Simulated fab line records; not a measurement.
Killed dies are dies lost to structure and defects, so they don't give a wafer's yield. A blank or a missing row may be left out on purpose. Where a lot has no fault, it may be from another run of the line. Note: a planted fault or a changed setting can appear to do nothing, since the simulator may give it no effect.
Matching of chambers || flow n5_finfet || N5_BEOL_M7_ETCH_62 on rie_diel-02: 4 sister chambers
The step etches SOC in N2/H2, target depth 110 nm, overetch 22 nm, time 165 s. 4 wafers are shown with their chamber, then 7 later ones without.

WAFERS PAIRED WITH THEIR CHAMBERS
{"wafer": "L084.5", "chamber": 1, "showerhead_plenum_p_Torr (Torr)": 2.48}
{"wafer": "L086.6", "chamber": 3, "showerhead_plenum_p_Torr (Torr)": 2.62}
{"wafer": "L089.1", "chamber": 0, "showerhead_plenum_p_Torr (Torr)": 2.50}
{"wafer": "L089.3", "chamber": 2, "showerhead_plenum_p_Torr (Torr)": 2.48}

WAFERS WITH NO CHAMBER GIVEN
{"wafer": "L089.6", "showerhead_plenum_p_Torr (Torr)": 2.50}
{"wafer": "L091.1", "showerhead_plenum_p_Torr (Torr)": 2.62}
{"wafer": "L091.2", "showerhead_plenum_p_Torr (Torr)": 2.47}
{"wafer": "L091.6", "showerhead_plenum_p_Torr (Torr)": 2.47}
{"wafer": "L095.1", "showerhead_plenum_p_Torr (Torr)": 2.61}
{"wafer": "L095.4", "showerhead_plenum_p_Torr (Torr)": 2.47}
{"wafer": "L095.5", "showerhead_plenum_p_Torr (Torr)": 2.47}

WHICH CHAMBER EACH ONE RAN IN
{"wafer": "L089.6", "from the rows above": 0, "in truth": 0}
{"wafer": "L091.1", "from the rows above": 3, "in truth": 3}
{"wafer": "L091.2", "from the rows above": "can't be placed: 1 or 2", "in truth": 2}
{"wafer": "L091.6", "from the rows above": "can't be placed: 1 or 2", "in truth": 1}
{"wafer": "L095.1", "from the rows above": 3, "in truth": 3}
{"wafer": "L095.4", "from the rows above": "can't be placed: 1 or 2", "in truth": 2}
{"wafer": "L095.5", "from the rows above": "can't be placed: 1 or 2", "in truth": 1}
Correct placement for 3 of the 7. These rows do not allow placing 4 (true chamber among the candidates in 4). Number placed wrongly: 0.
How it was worked out, from the rows above alone: a wafer's distance from a chamber is the root of the sum, over the readings, of the square of ((its reading less the chamber's mean) divided by the reading's scatter). The wafer belongs to the nearest chamber; if the next one is less than 2 further off, it can't be placed. The mean given for a chamber averages the wafers shown for that chamber. The scatter (one wafer shown for each chamber): square how far every hidden wafer sits from the nearest shown wafer, average those squares and take the square root.
